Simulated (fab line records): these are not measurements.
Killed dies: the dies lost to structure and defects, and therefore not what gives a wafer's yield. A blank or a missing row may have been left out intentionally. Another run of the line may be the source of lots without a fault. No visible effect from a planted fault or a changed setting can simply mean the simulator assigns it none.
Matching of chambers ; flow nandHarc ; 3 sister chambers for NHARC_P_M0_DEP_32 on pecvd-02
The step deposits SiCN, target thk 30 nm. 14 wafers are shown with their chamber, then 7 later ones without.

## WAFERS, EACH WITH ITS CHAMBER
wafer;chamber;heaterPowerW (W);heaterPowerOuterW (W)
L520.3;1;577;310
L520.5;0;731;421
L520.6;1;585;314
L524.1;0;717;417
L524.4;1;679;381
L524.6;0;722;424
L525.1;1;622;331
L525.3;2;499;290
L525.5;0;588;332
L527.1;2;445;248
L527.3;0;683;381
L527.6;1;586;296
L528.2;1;666;360
L528.4;1;664;360

SIGNATURES (means of the wafers above)
reading;chamber 0;chamber 1;chamber 2;scatter within a chamber
heaterPowerW;688.20;625.57;472.00;49.4
heaterPowerOuterW;395.00;336.00;269.00;34.4
Rule: for a wafer and a chamber, the distance is found by dividing, reading by reading, the gap between the wafer's reading and the chamber's mean by the reading's scatter, squaring, summing and taking the root. If the next closest chamber is less than 2 further off than the closest, the wafer can't be placed; otherwise it belongs to the closest. The scatter: the root of (the sum of the squares of (reading less its chamber's mean) over the shown wafers, divided by (wafers less chambers)).

## WAFERS MISSING THEIR CHAMBER
wafer;heaterPowerW (W);heaterPowerOuterW (W)
L528.6;651;357
L534.1;718;417
L534.2;545;331
L534.3;688;366
L536.2;454;260
L536.5;689;415
L536.6;686;363

## THE CHAMBER EACH PASSED THROUGH
wafer;from the rows above;in truth
L528.6;can't be placed: 1 or 0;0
L534.1;0;0
L534.2;can't be placed: 1 or 2 or 0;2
L534.3;can't be placed: 0 or 1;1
L536.2;2;2
L536.5;0;0
L536.6;can't be placed: 0 or 1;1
3 of 7 placed correctly. Not placeable from these rows: 4 (in 4, the candidates include the true chamber). 0 placed wrongly.
